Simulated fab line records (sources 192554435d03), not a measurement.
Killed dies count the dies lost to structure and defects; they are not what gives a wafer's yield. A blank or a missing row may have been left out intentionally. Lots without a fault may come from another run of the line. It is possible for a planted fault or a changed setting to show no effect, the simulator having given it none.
One fault seen from 3 desks | flow n5_finfet | only its own numbers are on each desk; what lay behind them is given at the end

AT THE METROLOGY DESK
Means of the sampled wafers that have a number, per lot and without regard to the tool the lot ran on: this is what the gauges read. A lot is out of limits, marked OUT, if its mean lies more than 4 standard deviations from the usual mean; the brackets give that distance.
Columns: A = cd_nm at N5_BEOL_M8_CD_MEAS_28, usual 40.06 nm
lot  | first seen here | A
L314 | day 12 16:16    | 39.99
L316 | day 13 07:04    | 40.17
L317 | day 14 18:12    | 39.97
L321 | day 16 00:18    | 40.10
L331 | day 18 00:07    | 40.14
L333 | day 18 00:10    | 40.16
L327 | day 18 06:17    | 40.02
L328 | day 18 15:53    | 40.18
L318 | day 19 07:30    | 39.96
L332 | day 19 08:25    | 39.95
Finding of this desk: none of the 10 lots has anything out of limits.

THE TOOL OWNER'S DESK: pvd_sputter-01
The tool's own readings at N5_BEOL_M8_HM_DEP_02 (deposits TiN, target thk 20 nm): means of the sampled wafers that have a number, for each lot that ran on this tool. A lot is out of limits, marked OUT, if its mean lies more than 4 standard deviations from the usual mean; the brackets give that distance.
Columns: A = throttle_valve_pct at N5_BEOL_M8_HM_DEP_02, usual 29.4 %
lot  | first seen here | A
L314 | day 12 13:16    | 29.0
L316 | day 13 03:32    | 29.9
L317 | day 14 14:24    | 30.2
L327 | day 18 01:07    | 30.1
L318 | day 19 04:47    | 29.0
L332 | day 19 04:53    | 30.4
Finding of this desk: none of the 6 lots has anything out of limits.

THE DEFECT DESK
Counts from the inspections along the route, per lot, as means over the sampled wafers that have a number. A lot is out of limits, marked OUT, if its mean lies more than 4 standard deviations from the usual mean; the brackets give that distance.
Columns: A = raw_defect_count at N5_BEOL_M8_INSPECT_13, usual 381
lot  | first seen here | A
L314 | day 12 13:41    | 370
L316 | day 13 04:06    | 339
L317 | day 14 14:58    | 395
L321 | day 15 21:50    | 346
L331 | day 17 21:14    | 313
L333 | day 17 21:47    | 293
L327 | day 18 01:40    | 382
L328 | day 18 14:04    | 450
L318 | day 19 05:13    | 340
L332 | day 19 05:27    | 335
Finding of this desk: none of the 10 lots has anything out of limits.

BROUGHT TOGETHER
From the metrology desk's view, nothing was out of limits.
The tool owner's desk saw nothing out of limits.
The defect desk saw nothing out of limits.

WHAT THE SIMULATOR HAD PUT IN
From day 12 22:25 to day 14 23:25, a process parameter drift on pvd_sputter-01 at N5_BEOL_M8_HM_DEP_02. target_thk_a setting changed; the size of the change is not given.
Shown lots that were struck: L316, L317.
